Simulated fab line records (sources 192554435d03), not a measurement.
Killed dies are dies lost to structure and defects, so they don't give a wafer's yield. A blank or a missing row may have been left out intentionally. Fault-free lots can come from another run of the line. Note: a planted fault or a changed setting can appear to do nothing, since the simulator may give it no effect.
fab line records	flow n5_finfet
record lots=10	wafers=30	last_day=17
route steps=1938 shown BEOL_M10@1533 BEOL_M12@1616
lots with no fault: from the same line, run without faults
start_h: start of the lot's first displayed wafer, in hours after the record's first day	wait_h: time in hours since the lot's previous step	" repeats the value in the row above	L1.1+2: a row that stands for several wafers	- value missing, or start not given	* or withheld: withheld	< > ~ a bound
route shown NAME@n: names a module that has steps shown in the file, with the first one's number in the route	usual: mean/standard deviation taken from wafers without a fault	same: alike in all rows	chamber/n: place in a boat	sites: each site's reading	_std_site: the values' standard deviation	_edge_site: the outer-site mean with the inner-site mean subtracted	radius_mm: how far each site lies from the wafer's centre	mask NAME#n: copy n	behind: the tool/chamber that last shaped the wafer	hold: why the lot went on hold/how many hours it stayed there/how the hold came to an end	device: which transistor (n, p or np) failed to switch	end of line: tests of these same wafers at the route's end	for a step that has no rows: nothing shown but its recipe	killed: at the first sort, the dies lost to defects and structure; wafer yield is something else	map: the dies of a wafer, with x for killed, . for not killed, _ for no die there
set.NAME: the setting as run; set.NAME@STEP: as run at that earlier step	model.NAME: the simulator's own value behind a step, which no gauge read
route steps across a sampled set of lots; one table per step, one row per wafer
services: when a tool's chamber went out of use (start_h, in hours from the record's first day, below 0 if earlier), for how many hours, and the reason
## steps
# step N5_BEOL_M10_DEP_56
# recipe material=SiCN	target_thk_a=150	temp_c=withheld	precursor=3MS/NH3	pressure_torr=3	rf_w=202	time_s=26.5
# usual showerhead_plenum_p_Torr=3.671/0.016	throttle_valve_pct=8.95/0.28
lot.wafer	tool	chamber	start_h	wait_h	showerhead_plenum_p_Torr	throttle_valve_pct
L222.3	pecvd-03	2	215.26	0.0	3.684	8.82
L222.4	"	1	"	"	3.672	9.42
L222.6	"	2	"	"	3.679	8.92
L221.2	pecvd-01	1	230.78	0.0	3.671	9.51
L221.5	"	1	"	"	3.657	9.48
L221.6	"	0	"	"	3.662	8.66
L224.1	pecvd-02	0	230.90	0.0	3.668	8.91
L224.2	"	2	"	"	3.673	8.52
L224.3	"	1	"	"	3.651	8.77
L223.1	pecvd-01	0	232.70	0.0	3.662	9.00
L223.3	"	2	"	"	3.674	9.08
L223.5	"	2	"	"	3.673	8.71
L225.1	pecvd-02	0	244.10	0.0	3.659	8.81
L225.5	"	1	"	"	3.643	9.15
L225.6	"	2	"	"	3.672	8.73
L228.3	pecvd-01	0	257.43	0.0	3.657	9.03
L228.4	"	2	"	"	3.680	8.60
L228.5	"	0	"	"	3.659	8.97
L234.1	pecvd-03	1	312.72	0.0	3.672	9.43
L234.4	"	1	"	"	3.673	9.48
L234.5	"	0	"	"	3.703	8.87
L238.2	pecvd-02	2	327.55	0.0	3.663	8.71
L238.5	"	0	"	"	3.661	8.81
L238.6	"	2	"	"	3.672	8.67
L241.1	pecvd-01	0	342.00	0.0	3.661	9.10
L241.4	"	0	"	"	3.669	8.96
L241.5	"	2	"	"	3.672	8.64
L239.4	pecvd-03	1	343.30	0.0	3.670	9.31
L239.5	"	0	"	"	3.701	8.89
L239.6	"	2	"	"	3.685	8.97
# step N5_BEOL_M12_ETCH_59
# recipe chemistry=N2/H2	target=BARC	target_depth_a=890	overetch_a=267	time_s=67.9	ion_energy_ev=200	pressure_mtorr=30	source_w=840	bias_w=150	n2_flow_sccm=200	h2_flow_sccm=200
# usual drypump_motor_current_A=5.6/0.56	h2_flow_sccm=200.1/0.59	n2_flow_sccm=199.9/0.63	oes_product_au=0.71/0.064	rf_vpp_V=524.3/2.7	showerhead_plenum_p_Torr=2.55/0.089	throttle_valve_pct=17.65/0.26
lot.wafer	tool	chamber	start_h	wait_h	drypump_motor_current_A	h2_flow_sccm	n2_flow_sccm	oes_product_au	rf_hours_counter_h	rf_vpp_V	showerhead_plenum_p_Torr	throttle_valve_pct
L222.3	rie_diel-05	3	224.15	0.0	5.4	201.5	199.5	0.83	3	523.0	2.51	17.50
L222.4	"	2	"	"	5.6	200.5	199.1	0.66	130	524.3	2.55	17.78
L222.6	"	3	"	"	5.4	201.4	199.6	0.82	-	522.3	2.51	17.50
L221.2	rie_diel-05	1	238.57	0.0	4.8	199.7	200.3	0.74	41	521.9	2.48	17.21
L221.5	"	2	"	"	5.6	199.3	200.0	0.66	-	524.3	2.55	17.79
L221.6	"	3	"	"	5.4	199.5	201.1	0.81	-	523.2	2.51	17.53
L224.1	rie_diel-02	0	239.87	0.0	5.7	199.8	200.9	0.69	92	520.5	2.46	17.43
L224.2	"	3	"	"	5.8	199.2	200.1	0.66	133	524.5	2.55	17.75
L224.3	"	2	"	"	5.3	200.8	199.0	0.73	60	529.4	2.68	17.33
L223.1	rie_diel-05	1	242.43	0.0	4.9	199.8	200.2	0.74	43	522.9	2.48	17.21
L223.3	"	3	"	"	5.4	199.6	200.3	0.80	10	523.6	2.50	17.51
L223.5	"	3	"	"	5.4	200.0	199.9	0.80	-	523.1	2.50	17.51
L225.1	rie_diel-02	1	252.50	0.0	6.0	198.7	199.2	0.60	244	526.2	2.61	18.08
L225.5	"	0	"	"	5.7	198.9	201.2	0.68	-	520.6	2.46	17.43
L225.6	"	3	"	"	5.8	199.6	200.0	0.66	-	522.8	2.55	17.77
L228.3	rie_diel-06	0	266.18	0.0	5.0	201.1	200.2	0.73	79	528.7	2.69	17.53
L228.4	"	2	"	"	6.5	200.5	200.2	0.58	252	520.4	2.39	18.39
L228.5	"	2	"	"	6.5	199.9	200.0	0.58	-	519.3	2.39	18.39
L234.1	rie_diel-05	2	322.24	0.0	5.6	200.6	199.9	0.64	166	525.7	2.53	17.84
L234.4	"	3	"	"	5.4	179.3	199.5	0.75	38	521.7	2.43	17.02
L234.5	"	1	"	"	4.8	199.9	200.3	0.71	-	523.0	2.47	17.26
L238.2	rie_diel-06	1	335.08	0.0	5.1	200.4	200.0	0.72	37	522.6	2.48	17.49
L238.5	"	1	"	"	5.1	200.9	199.1	0.73	-	523.5	2.48	17.48
L238.6	"	2	"	"	6.5	200.7	200.1	0.79	-	528.5	2.70	18.04
L241.1	rie_diel-02	0	351.10	0.0	5.7	200.2	199.6	0.66	134	520.1	2.44	17.51
L241.4	"	3	"	"	5.8	200.1	199.4	0.64	175	524.9	2.54	17.84
L241.5	"	2	"	"	5.4	199.0	200.0	0.70	-	528.0	2.66	17.41
L239.4	rie_diel-02	3	352.69	0.0	5.8	200.4	200.2	0.64	175	523.7	2.53	17.85
L239.5	"	3	"	"	5.8	199.3	199.9	0.64	-	523.2	2.53	17.83
L239.6	"	2	"	"	5.3	199.8	200.1	0.70	-	526.8	2.66	17.41
# step N5_BEOL_M12_OVL_MEAS_29
# recipe points_per_wafer=44
# usual M12_OVL=4/5.6
lot.wafer	tool	chamber	start_h	wait_h	M12_OVL[nm]
L222.3	overlay-01	0	225.15	0.0	11
L222.4	"	0	"	"	0
L222.6	"	0	"	"	6
L221.2	overlay-01	0	239.39	0.0	6
L221.5	"	0	"	"	6
L221.6	"	0	"	"	-1
L224.1	overlay-02	0	240.81	0.0	-7
L224.2	"	0	"	"	2
L224.3	"	0	"	"	2
L223.1	overlay-02	0	243.37	0.0	1
L223.3	"	0	"	"	6
L223.5	"	0	"	"	-2
L225.1	overlay-02	0	253.44	0.0	2
L225.5	"	0	"	"	13
L225.6	"	0	"	"	5
L228.3	overlay-02	0	267.13	0.0	3
L228.4	"	0	"	"	5
L228.5	"	0	"	"	14
L234.1	overlay-02	0	323.05	0.0	12
L234.4	"	0	"	"	18
L234.5	"	0	"	"	17
L238.2	overlay-02	0	336.02	0.0	-3
L238.5	"	0	"	"	1
L238.6	"	0	"	"	-3
L241.1	overlay-01	0	352.04	0.0	-1
L241.4	"	0	"	"	3
L241.5	"	0	"	"	7
L239.4	overlay-02	0	353.64	0.0	12
L239.5	"	0	"	"	3
L239.6	"	0	"	"	7
# step N5_BEOL_M12_DESCUM_33
# recipe chemistry=O2	time_s=7.9	source_power_w=50	bias_power_w=20	pressure_mtorr=20	rf_frequency_hz=2.712e+07	temp_c=40	o2_flow_sccm=225
# usual drypump_motor_current_A=5.6/0.58	oes_product_au=0.83/0.082	rf_vpp_V=243.4/1.6	showerhead_plenum_p_Torr=2.12/0.084	throttle_valve_pct=20.29/0.3
lot.wafer	tool	chamber	start_h	wait_h	drypump_motor_current_A	oes_product_au	rf_hours_counter_h	rf_vpp_V	showerhead_plenum_p_Torr	throttle_valve_pct
L222.3	rie_diel-06	2	225.21	0.0	6.5	0.69	234	241.2	1.99	21.09
L222.4	"	0	"	"	5.0	0.87	-	246.2	2.22	20.09
L222.6	"	2	"	"	6.4	0.70	-	240.7	1.99	21.12
L221.2	rie_diel-06	0	239.46	0.0	5.0	0.85	69	245.2	2.22	20.11
L221.5	"	2	"	"	6.5	0.69	-	242.3	1.99	21.13
L221.6	"	0	"	"	5.0	0.87	-	244.5	2.22	20.10
L224.1	rie_diel-02	3	241.25	0.4	5.8	0.78	134	243.2	2.09	20.15
L224.2	"	2	"	"	5.3	0.85	61	244.2	2.24	20.14
L224.3	"	1	"	"	6.0	0.69	240	243.9	2.15	20.56
L223.1	rie_diel-05	1	243.71	0.3	4.8	0.86	44	241.7	2.05	19.81
L223.3	"	2	"	"	5.6	0.76	138	242.0	2.10	20.37
L223.5	"	2	"	"	5.6	0.77	-	243.3	2.10	20.35
L225.1	rie_diel-05	1	253.77	0.3	4.8	0.85	48	240.7	2.04	19.83
L225.5	"	3	"	"	5.4	0.91	-	243.8	2.07	20.12
L225.6	"	0	"	"	5.2	0.76	-	243.0	2.01	20.20
L228.3	rie_diel-05	2	267.32	0.2	5.6	0.75	145	243.0	2.09	20.38
L228.4	"	1	"	"	4.9	0.85	52	242.9	2.04	19.83
L228.5	"	1	"	"	4.8	0.86	-	242.0	2.04	19.84
L234.1	rie_diel-06	3	323.21	0.1	6.6	1.02	2	244.2	2.17	20.49
L234.4	"	0	"	"	5.0	0.83	103	246.0	2.20	20.15
L234.5	"	3	"	"	6.6	1.03	-	245.6	2.17	20.51
L238.2	rie_diel-06	3	336.08	0.0	6.7	0.99	8	244.1	2.17	20.49
L238.5	"	3	"	"	6.6	0.99	-	243.3	2.17	20.52
L238.6	"	0	"	"	5.0	0.82	-	245.6	2.20	20.16
L241.1	rie_diel-06	3	352.10	0.0	6.7	0.96	14	243.2	2.17	20.51
L241.4	"	1	"	"	5.1	0.85	43	241.6	2.04	20.10
L241.5	"	0	"	"	5.0	0.82	-	245.4	2.20	20.16
L239.4	rie_diel-02	0	353.88	0.2	5.7	0.77	135	240.9	2.02	20.19
L239.5	"	3	"	"	5.8	0.74	-	243.4	2.08	20.22
L239.6	"	2	"	"	5.3	0.80	-	245.5	2.22	20.19
## services
tool	chamber	start_h	hours	kind
rie_diel-06	-	195.13	28.1	pm
rie_diel-05	3	198.03	-	clean
rie_diel-05	3	198.03	-	consumable_replace:focus_ring
rie_diel-05	3	198.03	19.4	scheduled_down
rie_diel-05	3	198.03	19.4	vent_cycle
pecvd-02	0	206.64	4.7	repair
rie_diel-06	1	223.23	-	clean
rie_diel-06	1	223.23	-	consumable_replace:focus_ring
rie_diel-06	1	223.23	18.1	scheduled_down
rie_diel-06	1	223.23	18.1	vent_cycle
pecvd-03	-	238.67	4.3	pm
pecvd-01	-	241.79	14.6	pm
rie_diel-05	-	250.18	0.4	repair
pecvd-01	1	279.98	6.5	repair
rie_diel-06	2	280.14	-	clean
rie_diel-06	2	280.14	-	consumable_replace:focus_ring
rie_diel-06	2	280.14	-	consumable_replace:showerhead
rie_diel-06	2	280.14	20.4	scheduled_down
pecvd-01	0	287.45	3.9	repair
pecvd-02	-	290.07	1.3	repair
rie_diel-05	2	325.98	13.5	repair
rie_diel-05	-	330.64	3.9	repair
rie_diel-05	3	336.29	3.1	repair
pecvd-01	1	343.01	16.8	repair
## key
first_sign step=N5_BEOL_M12_ETCH_59	reading=h2_flow_sccm	direction=down	sigmas=35	usual=200.1	struck=179.3
effect none on later readings
met_at N5_BEOL_M12_ETCH_59
struck_lots L234
struck_wafers L234.4
not_acting_at N5_BEOL_M10_DEP_56,N5_BEOL_M12_OVL_MEAS_29,N5_BEOL_M12_DESCUM_33
onset_between 242.43 322.24
fault kind=process_parameter_drift	tool=rie_diel-05	chamber=3	onset_h=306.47	steps=N5_BEOL_M12_ETCH_59	channel=h2_flow_sccm	offset=-20	shape=step	end_h=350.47	acts_in=these_recipes_only	stated=200
